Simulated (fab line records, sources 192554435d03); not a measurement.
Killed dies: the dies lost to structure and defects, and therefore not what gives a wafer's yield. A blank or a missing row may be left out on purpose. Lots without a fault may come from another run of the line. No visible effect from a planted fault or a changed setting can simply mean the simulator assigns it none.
Matching of chambers / flow n5Finfet / N5_GATE_CUT_STRIP_59 on rieDiel-01: 4 sister chambers
The step strips in N2/H2, time 20 s. 7 wafers are shown with their chamber, then 7 later ones without.

## WAFERS WITH THEIR CHAMBER
wafer=L076.5; chamber=3; drypumpMotorCurrentA (A)=5.7; showerheadPlenumPTorr (Torr)=3.26
wafer=L085.5; chamber=2; drypumpMotorCurrentA (A)=6.4; showerheadPlenumPTorr (Torr)=3.49
wafer=L086.2; chamber=3; drypumpMotorCurrentA (A)=5.7; showerheadPlenumPTorr (Torr)=3.25
wafer=L086.4; chamber=1; drypumpMotorCurrentA (A)=5.9; showerheadPlenumPTorr (Torr)=3.26
wafer=L086.5; chamber=2; drypumpMotorCurrentA (A)=6.3; showerheadPlenumPTorr (Torr)=3.49
wafer=L087.2; chamber=0; drypumpMotorCurrentA (A)=5.8; showerheadPlenumPTorr (Torr)=3.45
wafer=L087.3; chamber=1; drypumpMotorCurrentA (A)=5.9; showerheadPlenumPTorr (Torr)=3.25

## WAFERS WITH NO CHAMBER GIVEN
wafer=L087.6; drypumpMotorCurrentA (A)=5.7; showerheadPlenumPTorr (Torr)=3.25
wafer=L088.1; drypumpMotorCurrentA (A)=5.7; showerheadPlenumPTorr (Torr)=3.25
wafer=L088.3; drypumpMotorCurrentA (A)=5.9; showerheadPlenumPTorr (Torr)=3.25
wafer=L088.4; drypumpMotorCurrentA (A)=5.8; showerheadPlenumPTorr (Torr)=3.44
wafer=L092.1; drypumpMotorCurrentA (A)=5.9; showerheadPlenumPTorr (Torr)=3.25
wafer=L092.4; drypumpMotorCurrentA (A)=5.7; showerheadPlenumPTorr (Torr)=3.24
wafer=L092.6; drypumpMotorCurrentA (A)=5.7; showerheadPlenumPTorr (Torr)=3.24

## WHICH CHAMBER EACH WENT THROUGH
wafer=L087.6; from the rows above=3; in truth=3
wafer=L088.1; from the rows above=3; in truth=3
wafer=L088.3; from the rows above=1; in truth=1
wafer=L088.4; from the rows above=0; in truth=0
wafer=L092.1; from the rows above=1; in truth=1
wafer=L092.4; from the rows above=3; in truth=3
wafer=L092.6; from the rows above=3; in truth=3
Placed correctly: 7 of 7. From these rows, 0 cannot be placed. Wrongly placed: 0.
How it was worked out, from the rows above alone: a wafer's distance from a chamber is the root of the sum, over the readings, of the square of ((its reading less the chamber's mean) divided by the reading's scatter). If the next closest chamber is less than 2 further off than the closest, the wafer can't be placed; otherwise it belongs to the closest. A chamber's mean is the mean of its shown wafers. The scatter: take each reading less its chamber's mean, square it, sum over the shown wafers, divide by the number of wafers less the number of chambers, and take the root.
